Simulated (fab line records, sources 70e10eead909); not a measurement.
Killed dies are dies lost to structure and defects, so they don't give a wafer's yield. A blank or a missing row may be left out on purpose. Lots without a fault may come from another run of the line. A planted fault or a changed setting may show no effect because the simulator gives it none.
Problem report in the 8D (eight disciplines) form, filled by code | flow nand_harc | the parts of the form that need people (team, actions taken, sign-off) are left out

1. THE PROBLEM
thk_nm at NHARC_A_ONON_D1_THK_MEAS_05 reads a mean of 1561 nm on 6 wafers of 2 lots; wafers without a fault read 997 nm with a standard deviation of 10. That is +56 standard deviations from the usual mean.
The step: measures by ellipsometry.
First seen on wafer L168.1, day 8 21:50, on film_metro-01. The record holds 39 wafers of 13 lots with a number at this step. Rule for "out", or "out of limits": more than 4 standard deviations from the usual mean. The other wafers with a number count as sound.

2. WHAT IT IS AND WHAT IT IS NOT
question                    | is                           | is not
which readings at this step | thk_nm                       | -
which lots                  | L168, L171                   | L164, L165, L177, L178, L179, L181, L182, L183, L184, L185, L186
which wafers of those lots  | all that have a number       | -
read on which gauges        | film_metro-01, film_metro-02 | -
when                        | from day 8 21:50             | up to then (6 sound wafers); but 27 sound wafers of L177, L178, L179, L181, L182, L183, L184, L185, L186 came after

3. SUSPECTS, AND WHAT RULES EACH OUT
Counting: a tool at a process step up to the reading stays a suspect if it ran every lot that is out and no sound lot after the first of them.
- the gauge at NHARC_A_ONON_D1_THK_MEAS_05: ruled out. The wafers that are out were read on 2 gauges (film_metro-01, film_metro-02).
- pecvd_onon-01 at NHARC_A_ONON_D1_DEP_03 (target thk 1000 nm): ruled out as a lasting fault. Sound lots L183 ran on it after its first lot that is out, L168 (day 8 21:20).
Left after counting: nothing in the record.

4. THE CAUSE (what the simulator had put in)
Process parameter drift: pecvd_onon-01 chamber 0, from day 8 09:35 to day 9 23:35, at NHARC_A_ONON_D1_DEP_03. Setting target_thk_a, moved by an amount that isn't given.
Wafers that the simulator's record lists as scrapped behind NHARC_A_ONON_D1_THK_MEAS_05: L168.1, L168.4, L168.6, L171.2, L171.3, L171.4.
Counting ruled it out, wrongly: the rule takes a fault to strike every lot that its tool runs from its start on, and this one did not.

5. THE CHAIN OF EFFECTS, in route order
Each row: a reading whose mean over the struck wafers that have a number lies more than 3 standard deviations from the usual. Only readings for which the record gives a usual standard deviation are gone through. hours: the time from each lot's start at the first step in this table that gives one to its start at this step, as a median over the lots. sigmas: the change in usual standard deviations.
hours | step                        | reading | usual  | on struck wafers | change | sigmas
0     | NHARC_A_ONON_D1_THK_MEAS_05 | thk_nm  | 997 nm | 1561             | +564   | +56

6. WHAT WOULD HAVE CAUGHT IT SOONER
In this record the first reading out of limits at a measuring or inspecting step was taken at day 8 21:50, 12 hours after the fault began at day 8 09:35.
Of the tool readings at NHARC_A_ONON_D1_DEP_03 for which the record gives a usual standard deviation, none was out on any struck wafer, so an alarm limit of 4 standard deviations on them would not have fired.
